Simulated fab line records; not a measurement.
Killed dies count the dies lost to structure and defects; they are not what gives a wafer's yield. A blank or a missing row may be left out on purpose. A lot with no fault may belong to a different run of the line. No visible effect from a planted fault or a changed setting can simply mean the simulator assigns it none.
Which of the tools did it? -- flow nand harc -- 6 lots with 18 wafers sampled at 5 steps, on a route of 1302 steps

WHAT EACH GAUGE READ, for each wafer
NHARC_END_SORT_01.
lot,measured,on,killed at array
L493,day 24 21:49,prober-02,68 52 85
L504,day 31 00:28,prober-01,37 39 47
L509,day 31 23:48,prober-02,80 70 68

WHAT TOOL EACH LOT RAN ON (gives the tool, then ch and the chambers of the sampled wafers, and finally the start)
lot,NHARC_P_GATE_EXPOSE_08,NHARC_THIN_TSV_DEP_47,NHARC_THIN_TSV_STRIP_62,NHARC_THIN_TSV_STRIP_56
L493,"krf scanner-02 ch 0, day 4 20:47","pecvd-04 ch 1,2, day 24 06:07","plasma asher-01 ch 0,1, day 24 06:50","plasma asher-01 ch 0,1, day 24 10:49"
L495,"krf scanner-02 ch 0, day 5 12:20","pecvd-02 ch 0,1,2, day 25 12:56","plasma asher-01 ch 0,1, day 25 13:46","plasma asher-01 ch 0,1, day 25 17:38"
L504,"krf scanner-02 ch 0, day 9 05:29","pecvd-04 ch 0,1, day 30 06:36","plasma asher-02 ch 0,1, day 30 07:56","plasma asher-01 ch 0,1, day 30 12:00"
L506,"krf scanner-01 ch 0, day 10 07:11","pecvd-03 ch 0,1,2, day 30 15:12","plasma asher-02 ch 0,1, day 30 15:58","plasma asher-02 ch 0,1, day 30 20:03"
L509,"krf scanner-04 ch 0, day 11 07:58","pecvd-03 ch 1,2, day 31 01:16","plasma asher-02 ch 0,1, day 31 02:11","plasma asher-01 ch 0,1, day 31 06:20"
L514,"krf scanner-01 ch 0, day 13 11:29","pecvd-04 ch 0,2, day 33 10:49","plasma asher-02 ch 0,1, day 33 11:36","plasma asher-01 ch 0,1, day 33 15:37"
- NHARC_P_GATE_EXPOSE_08: exposes mask P HV.
- NHARC_THIN_TSV_DEP_47: deposits SiO2, target thk 200 nm.
- NHARC_THIN_TSV_STRIP_62: strips in N2/H2, time 20 s.
- NHARC_THIN_TSV_STRIP_56: strips in O2.

THE ANSWER, worked out from the rows above alone
Rule: the lots themselves supply what counts as usual. Put in order of their means at a reading, lots are off if they are a third of the lots or fewer, leave a main group of 4 or more, and stand apart from it by a gap of 3 or more times the standard deviation of the main group's means; of several such gaps the widest counts. If all means in a main group match to the digits the tables above print for the reading, that group is not used. A lot without any number at a reading at which 4 lots or more have one is off too. Where the step has rows for the other lots, those lots are counted as sound.
None of the lots is off at any reading shown; this tells nothing.

WHAT THE SIMULATOR PUT IN
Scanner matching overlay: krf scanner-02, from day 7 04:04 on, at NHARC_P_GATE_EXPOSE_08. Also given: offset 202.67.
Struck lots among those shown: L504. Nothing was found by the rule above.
